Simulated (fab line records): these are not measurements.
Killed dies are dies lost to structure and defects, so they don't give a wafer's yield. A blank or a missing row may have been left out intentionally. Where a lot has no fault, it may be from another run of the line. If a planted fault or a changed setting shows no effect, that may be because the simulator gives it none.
Which tool is to blame? ; flow nand harc ; Sampling: 13 lots, 39 wafers, 5 of 1159 route steps

WHAT THE GAUGES READ, wafer by wafer
NHARC_END_SORT_01. Usual: killed at array 26, standard deviation 10; killed at other 0.8, standard deviation 1.1; killed at periphery 3.3, standard deviation 2.6; killed dies 30, standard deviation 11; killed open 3.4, standard deviation 1.8; killed short 2.0, standard deviation 1.3.
lot;measured;on;killed at array;killed at other;killed at periphery;killed dies;killed open;killed short;flag
L659;day 24 04:05;prober-01;675 676 673;0 0 1;2 1 3;677 677 677;1 5 3;0 0 3;OFF
L660;day 23 20:18;prober-01;673 673 676;2 2 1;2 2 0;677 677 677;3 2 4;1 1 2;OFF

WHAT TOOL EACH LOT RAN ON (gives the tool, then ch and the chambers of the sampled wafers, and finally the start)
lot;NHARC_A_CONTACT_ETCH_125;NHARC_A_CONTACT_ETCH_128;NHARC_A_CONTACT_STRIP_82;NHARC_A_CONTACT_DEP_85
L643;har cap etch-02 ch 0,1, day 17 07:15;har cap etch-02 ch 0,1, day 17 07:41;rie diel-11 ch 0,1, day 17 11:41 or earlier;pecvd-02 ch 0,1,2, day 17 11:41
L645;har cap etch-02 ch 0,1, day 17 19:20;har cap etch-02 ch 0,1, day 17 19:46;rie diel-11 ch 0,1,2, day 17 23:40 or earlier;pecvd-03 ch 0,1, day 17 23:40
L647;har cap etch-01 ch 0,1, day 18 11:26;har cap etch-01 ch 0,1, day 18 12:00;rie diel-11 ch 0,1,3, day 18 16:16 or earlier;pecvd-03 ch 0,2, day 18 16:16
L648;har cap etch-03 ch 0,1, day 18 12:52;har cap etch-03 ch 0,1, day 18 13:17;rie diel-11 ch 1,2,3, day 18 18:37 or earlier;pecvd-03 ch 0,1, day 18 18:37
L649;har cap etch-02 ch 0,1, day 18 22:10;har cap etch-02 ch 0,1, day 18 22:35;rie diel-08 ch 0,1, day 19 05:26 or earlier;pecvd-04 ch 1,2, day 19 05:26
L650;har cap etch-03 ch 0,1, day 18 23:56;har cap etch-03 ch 0,1, day 19 00:22;rie diel-11 ch 0,1,2, day 19 05:30 or earlier;pecvd-03 ch 0,1,2, day 19 05:30
L646;har cap etch-01 ch 0,1, day 19 06:25;har cap etch-01 ch 0,1, day 19 06:50;rie diel-11 ch 1,3, day 19 11:01 or earlier;pecvd-04 ch 0,2, day 19 11:01
L659;har cap etch-03 ch 0,1, day 20 20:56;har cap etch-03 ch 0,1, day 20 21:22;rie diel-11 ch 0,1, day 21 02:23 or earlier;pecvd-02 ch 0,1,2, day 21 02:23
L660;har cap etch-01 ch 0,1, day 21 03:46;har cap etch-01 ch 0,1, day 21 04:12;rie diel-13 ch 0,1,3, day 21 10:53 or earlier;pecvd-03 ch 0,1,2, day 21 10:53
L662;har cap etch-02 ch 0,1, day 21 08:26;har cap etch-02 ch 0,1, day 21 08:52;rie diel-08 ch 0,3, day 21 12:57 or earlier;pecvd-03 ch 0,2, day 21 12:57
L661;har cap etch-01 ch 0,1, day 21 09:49;har cap etch-01 ch 0,1, day 21 10:14;rie diel-08 ch 0,1, day 21 14:08 or earlier;pecvd-02 ch 0,1, day 21 14:08
L663;har cap etch-02 ch 0,1, day 22 00:49;har cap etch-02 ch 0,1, day 22 01:15;rie diel-11 ch 0,1,2, day 22 05:06 or earlier;pecvd-02 ch 0,1,2, day 22 05:06
L664;har cap etch-02 ch 0, day 23 05:45;har cap etch-02 ch 0, day 23 06:11;rie diel-11 ch 0,1,2, day 23 13:47 or earlier;pecvd-04 ch 0,1, day 23 13:47
- NHARC_A_CONTACT_ETCH_125: etches the open film in C4F8/O2/Ar, time 155 s, target depth 956 nm.
- NHARC_A_CONTACT_ETCH_128: etches the open film in C4F8/O2/Ar, time 155 s, target depth 956 nm.
- NHARC_A_CONTACT_STRIP_82: strips in O2.
- NHARC_A_CONTACT_DEP_85: deposits SiON, target thk 50 nm.

WHAT THE TOOLS THEMSELVES READ (means of the sampled wafers that have a number; where no wafer has one, the mark that the record gives instead)
NHARC_A_CONTACT_STRIP_82. Usual: drypump motor current A 5.9 A, standard deviation 0.44; mfc ar sccm 0.003 sccm, standard deviation 0.0046; oes product au 1.003 a.u., standard deviation 0.0088; rf vpp V 57.7 V, standard deviation 0.84; showerhead plenum p Torr 3.50 Torr, standard deviation 0.096; throttle valve pct 17.036 %, standard deviation 0.0084.
lot;tool;drypump motor current A (A);mfc ar sccm (sccm);oes product au (a.u.);rf vpp V (V);showerhead plenum p Torr (Torr);throttle valve pct (%);flag
L643;rie diel-11;6.4;0.005;0.997;58.0;3.53;17.031;
L645;rie diel-11;6.0;0.002;0.998;58.0;3.57;17.037;
L647;rie diel-11;6.2;0.002;1.003;58.1;3.50;17.037;
L648;rie diel-11;6.0;0.002;1.016;58.4;3.54;17.039;
L649;rie diel-08;6.3;0.000;1.005;56.8;3.38;17.044;
L650;rie diel-11;6.0;0.002;1.006;57.4;3.57;17.039;
L646;rie diel-11;6.2;0.002;1.002;57.2;3.47;17.038;
L659;rie diel-11;6.4;0.005;1.001;58.1;3.52;17.044;
L660;rie diel-13;5.4;0.005;0.986;57.3;3.39;17.028;
L662;rie diel-08;6.1;0.000;0.999;57.8;3.49;17.044;
L661;rie diel-08;6.3;0.000;1.005;58.0;3.37;17.028;
L663;rie diel-11;6.0;0.002;1.007;58.3;3.56;17.033;
L664;rie diel-11;6.0;0.002;1.009;57.0;3.55;17.030;

NHARC_A_CONTACT_DEP_85. Usual: chamber pressure Torr 3.499 Torr, standard deviation 0.0075; heater power outer w 467 W, standard deviation 74; heater power w 770 W, standard deviation 120.
lot;tool;chamber pressure Torr (Torr);heater power outer w (W);heater power w (W);flag
L643;pecvd-02;3.508;474;776;
L645;pecvd-03;3.497;464;798;
L647;pecvd-03;3.498;555;909;
L648;pecvd-03;3.488;445;759;
L649;pecvd-04;3.496;491;800;
L650;pecvd-03;3.498;510;849;
L646;pecvd-04;3.495;441;701;
L659;pecvd-02;-;-;-;OFF
L660;pecvd-03;-;-;-;OFF
L662;pecvd-03;3.498;485;784;
L661;pecvd-02;3.493;512;862;
L663;pecvd-02;3.506;442;746;
L664;pecvd-04;3.500;465;732;

THE ANSWER, worked out from the rows above alone
Rule: a lot is off if the mean of its wafers that have a number lies more than 3 standard deviations from the usual mean. Also off: a lot with no number at a reading for which 4 or more lots have one. All remaining lots with rows at the step are treated as sound. After the gauges, taken in route order, come the tools' own readings; for these a lot's mean is taken, as printed above. At the first step where some lot is off, the reading lying furthest off is the one used; lots without a number count as furthest.
Off: L659, L660, at NHARC_END_SORT_01 (killed at array). Neither off nor sound, because the step has no rows for them: L643, L645, L647, L648, L649, L650, L646, L662, L661, L663, L664.
If a tool, at a process step before that reading, ran all the lots that are off and no sound lot after the first of them, it fits. Not tried: the gauges at NHARC_END_SORT_01; whatever is off there is also off at NHARC_A_CONTACT_DEP_85, on other tools, and gauge error can't account for it. NHARC_A_CONTACT_STRIP_82: start missing for some lots; hours and lot order therefore follow NHARC_A_CONTACT_DEP_85. None of those tried fits.

WHAT THE SIMULATOR PUT IN
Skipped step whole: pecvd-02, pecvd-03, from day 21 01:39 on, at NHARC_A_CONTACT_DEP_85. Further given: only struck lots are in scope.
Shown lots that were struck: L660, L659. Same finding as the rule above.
